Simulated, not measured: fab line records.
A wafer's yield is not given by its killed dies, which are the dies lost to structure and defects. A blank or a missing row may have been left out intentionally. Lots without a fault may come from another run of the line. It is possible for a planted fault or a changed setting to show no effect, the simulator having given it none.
Matching of chambers / flow n5 finfet / N5_BEOL_M4_ETCHBACK_99 on rie diel-06 has 4 sister chambers
The step etches SiO2 in CHF3, target depth 5 nm, time 10.4 s. 18 wafers are shown with their chamber, then 9 later ones without.

== WAFERS PAIRED WITH THEIR CHAMBERS ==
wafer=L074.1; chamber=1; drypump motor current A (A)=5.4; showerhead plenum p Torr (Torr)=2.13; oes product au (a.u.)=0.69
wafer=L074.2; chamber=3; drypump motor current A (A)=6.8; showerhead plenum p Torr (Torr)=2.23; oes product au (a.u.)=0.75
wafer=L074.3; chamber=0; drypump motor current A (A)=5.5; showerhead plenum p Torr (Torr)=2.24; oes product au (a.u.)=0.76
wafer=L075.1; chamber=0; drypump motor current A (A)=5.5; showerhead plenum p Torr (Torr)=2.24; oes product au (a.u.)=0.76
wafer=L075.2; chamber=1; drypump motor current A (A)=5.3; showerhead plenum p Torr (Torr)=2.12; oes product au (a.u.)=0.68
wafer=L075.4; chamber=3; drypump motor current A (A)=6.8; showerhead plenum p Torr (Torr)=2.23; oes product au (a.u.)=0.75
wafer=L078.1; chamber=0; drypump motor current A (A)=5.5; showerhead plenum p Torr (Torr)=2.24; oes product au (a.u.)=0.74
wafer=L078.2; chamber=2; drypump motor current A (A)=5.4; showerhead plenum p Torr (Torr)=2.12; oes product au (a.u.)=0.95
wafer=L078.3; chamber=1; drypump motor current A (A)=5.3; showerhead plenum p Torr (Torr)=2.12; oes product au (a.u.)=0.68
wafer=L081.1; chamber=2; drypump motor current A (A)=5.4; showerhead plenum p Torr (Torr)=2.12; oes product au (a.u.)=0.93
wafer=L081.2; chamber=3; drypump motor current A (A)=6.8; showerhead plenum p Torr (Torr)=2.22; oes product au (a.u.)=0.73
wafer=L081.6; chamber=0; drypump motor current A (A)=5.5; showerhead plenum p Torr (Torr)=2.23; oes product au (a.u.)=0.75
wafer=L085.3; chamber=3; drypump motor current A (A)=6.8; showerhead plenum p Torr (Torr)=2.22; oes product au (a.u.)=0.73
wafer=L085.4; chamber=2; drypump motor current A (A)=5.4; showerhead plenum p Torr (Torr)=2.12; oes product au (a.u.)=0.90
wafer=L085.5; chamber=1; drypump motor current A (A)=5.3; showerhead plenum p Torr (Torr)=2.12; oes product au (a.u.)=0.68
wafer=L088.1; chamber=2; drypump motor current A (A)=5.4; showerhead plenum p Torr (Torr)=2.12; oes product au (a.u.)=0.90
wafer=L088.3; chamber=0; drypump motor current A (A)=5.5; showerhead plenum p Torr (Torr)=2.23; oes product au (a.u.)=0.73
wafer=L088.4; chamber=1; drypump motor current A (A)=5.3; showerhead plenum p Torr (Torr)=2.12; oes product au (a.u.)=0.67

SIGNATURES, as means of the wafers listed above
reading=drypump motor current A; chamber 0=5.500; chamber 1=5.320; chamber 2=5.400; chamber 3=6.800; scatter within a chamber=0.0239
reading=showerhead plenum p Torr; chamber 0=2.2360; chamber 1=2.1220; chamber 2=2.1200; chamber 3=2.2250; scatter within a chamber=0.00463
reading=oes product au; chamber 0=0.7480; chamber 1=0.6800; chamber 2=0.9200; chamber 3=0.7400; scatter within a chamber=0.0148
Rule: a wafer's distance from a chamber is the root of the sum, over the readings, of the square of ((its reading less the chamber's mean) divided by the reading's scatter). If the next closest chamber is less than 2 further off than the closest, the wafer can't be placed; otherwise it belongs to the closest. The scatter is the square root of a quotient: the sum, over the shown wafers, of each reading's squared deviation from its chamber's mean, divided by wafers minus chambers.

== WAFERS MISSING THEIR CHAMBER ==
wafer=L091.1; drypump motor current A (A)=5.5; showerhead plenum p Torr (Torr)=2.23; oes product au (a.u.)=0.72
wafer=L091.5; drypump motor current A (A)=5.5; showerhead plenum p Torr (Torr)=2.23; oes product au (a.u.)=0.73
wafer=L091.6; drypump motor current A (A)=5.4; showerhead plenum p Torr (Torr)=2.11; oes product au (a.u.)=0.88
wafer=L092.1; drypump motor current A (A)=6.8; showerhead plenum p Torr (Torr)=2.22; oes product au (a.u.)=0.71
wafer=L092.2; drypump motor current A (A)=5.5; showerhead plenum p Torr (Torr)=2.22; oes product au (a.u.)=0.73
wafer=L092.3; drypump motor current A (A)=6.7; showerhead plenum p Torr (Torr)=2.22; oes product au (a.u.)=0.72
wafer=L097.3; drypump motor current A (A)=5.4; showerhead plenum p Torr (Torr)=2.11; oes product au (a.u.)=0.86
wafer=L097.4; drypump motor current A (A)=6.8; showerhead plenum p Torr (Torr)=2.21; oes product au (a.u.)=0.70
wafer=L097.5; drypump motor current A (A)=5.5; showerhead plenum p Torr (Torr)=2.22; oes product au (a.u.)=0.71

== WHICH CHAMBER EACH WENT THROUGH ==
wafer=L091.1; from the rows above=0; in truth=0
wafer=L091.5; from the rows above=0; in truth=0
wafer=L091.6; from the rows above=2; in truth=2
wafer=L092.1; from the rows above=3; in truth=3
wafer=L092.2; from the rows above=0; in truth=0
wafer=L092.3; from the rows above=3; in truth=3
wafer=L097.3; from the rows above=2; in truth=2
wafer=L097.4; from the rows above=3; in truth=3
wafer=L097.5; from the rows above=0; in truth=0
Placed correctly: 9 of 9. From these rows, 0 cannot be placed. Number placed wrongly: 0.
